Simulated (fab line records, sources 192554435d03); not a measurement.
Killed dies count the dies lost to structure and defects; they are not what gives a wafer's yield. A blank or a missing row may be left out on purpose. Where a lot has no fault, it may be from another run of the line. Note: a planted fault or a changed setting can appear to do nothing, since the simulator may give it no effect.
8D (eight disciplines) problem report, filled in by code / flow n5_finfet / the parts of the form that need people (team, actions taken, sign-off) are left out

1. THE PROBLEM
Wafers without a fault read 61.1 nm, standard deviation 1.4; thk_nm at N5_SD_EPI_P_EPI_MEAS_23 reads a mean of 74.5 nm on 6 wafers belonging to 2 lots. Measured from the usual mean, that is +9.5 standard deviations.
First seen on wafer L445.2, day 4 22:58, on film_metro-01. The record holds 41 wafers of 14 lots with a number at this step. By rule, "out" or "out of limits" means more than 4 standard deviations away from the usual mean. Any other wafer with a number is counted as sound.

2. WHAT THIS IS AND IS NOT
question=which readings at this step | is=thk_nm | is not=-
question=which lots | is=L445, L446 | is not=L440, L441, L442, L443, L455, L456, L457, L458, L459, L460, L461, L462
question=which wafers of those lots | is=all that have a number | is not=-
question=read on which gauges | is=film_metro-01 | is not=film_metro-02
question=when | is=from day 4 22:58 | is not=up to then (11 sound wafers); but 24 sound wafers of L455, L456, L457, L458, L459, L460, L461, L462 came after

3. THE SUSPECTS, EACH WITH WHAT RULES IT OUT
Counting: a tool stays on the suspect list if, at a process step up to the reading, it processed all lots that are out and no sound lot following the first of them.
- ruled out: the gauge at N5_SD_EPI_P_EPI_MEAS_23. All the wafers that are out were read on film_metro-01, but those of them that N5_SD_ACTIVATION_RS_MEAS_03 has rows for are out there too, on other tools.
- epi_rpcvd-03 at N5_SD_EPI_P_EPI_21 (deposits SiGe:B, time 355 s): ruled out as a lasting fault. Sound lots L459 ran on it after its first lot that is out, L445 (day 4 21:07).
Left after counting: nothing in the record.

4. THE CAUSE (what the simulator had put in)
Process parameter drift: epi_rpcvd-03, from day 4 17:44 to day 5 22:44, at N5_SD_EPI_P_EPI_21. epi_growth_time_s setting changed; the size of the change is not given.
It was ruled out by counting, in error; the rule expects a fault to strike all lots run on its tool from its start on, and this fault did not.

5. THE EFFECT CHAIN, in route order
Rows list readings where the struck wafers' mean (over those with a number) sits beyond 3 standard deviations from the usual. Only readings whose record carries a usual standard deviation are examined. hours: median over the lots of the time between each lot's start at the first step of this table that gives one and its start at this step. sigmas: the change, counted in usual standard deviations.
hours=0; step=N5_SD_EPI_P_EPI_MEAS_23; reading=thk_nm; usual=61.1 nm; on struck wafers=74.5; change=+13.4; sigmas=+9.5
hours=1; step=N5_SD_ACTIVATION_RS_MEAS_03; reading=RS_SD_P; usual=56.1 ohm/sq; on struck wafers=45.9; change=-10.2; sigmas=-12
hours=197; step=N5_BEOL_M4_RC_MEAS_101; reading=RS_SD_P; usual=65.8 ohm/sq; on struck wafers=53.5; change=-12.3; sigmas=-12

6. WHAT WOULD HAVE CAUGHT IT SOONER
5 hours passed between the start of the fault at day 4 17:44 and the first reading out of limits at a measuring or inspecting step in this record, taken at day 4 22:58.
